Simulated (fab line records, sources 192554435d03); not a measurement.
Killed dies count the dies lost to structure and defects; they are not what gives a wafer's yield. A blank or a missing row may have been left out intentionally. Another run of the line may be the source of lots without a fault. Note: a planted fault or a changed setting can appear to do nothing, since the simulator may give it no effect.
Chamber matching + flow n5-finfet + rie-diel-03 running N5_HKMG_FIN_ETCH_86: 4 sister chambers
The step etches SOC in N2/H2, stops on TiN, target depth 393.2 nm. 4 wafers are shown with their chamber, then 8 later ones without.

== WAFERS PAIRED WITH THEIR CHAMBERS ==
| wafer  | chamber | showerhead-plenum-p-Torr (Torr) |
|--------|---------|---------------------------------|
| L081.5 | 2       | 2.53                            |
| L084.3 | 3       | 2.62                            |
| L084.6 | 1       | 2.56                            |
| L085.1 | 0       | 2.66                            |

== WAFERS MISSING THEIR CHAMBER ==
| wafer  | showerhead-plenum-p-Torr (Torr) |
|--------|---------------------------------|
| L085.2 | 2.61                            |
| L085.3 | 2.53                            |
| L085.4 | 2.56                            |
| L085.5 | 2.66                            |
| L085.6 | 2.56                            |
| L090.1 | 2.61                            |
| L090.3 | 2.56                            |
| L090.5 | 2.61                            |

== WHICH CHAMBER EACH ONE RAN IN ==
| wafer  | from the rows above | in truth |
|--------|---------------------|----------|
| L085.2 | 3                   | 3        |
| L085.3 | 2                   | 2        |
| L085.4 | 1                   | 1        |
| L085.5 | 0                   | 0        |
| L085.6 | 1                   | 1        |
| L090.1 | 3                   | 3        |
| L090.3 | 1                   | 1        |
| L090.5 | 3                   | 3        |
8 of 8 placed correctly. Can't be placed from these rows: 0. 0 placed wrongly.
How it was worked out, from the rows above alone: a wafer's distance from a chamber is the root of the sum, over the readings, of the square of ((its reading less the chamber's mean) divided by the reading's scatter). The wafer belongs to the nearest chamber; if the next one is less than 2 further off, it can't be placed. For every chamber, the mean is computed from those of its wafers that are shown. The scatter: root of mean squared gap, hidden wafer to nearest shown wafer, with one shown wafer a chamber.
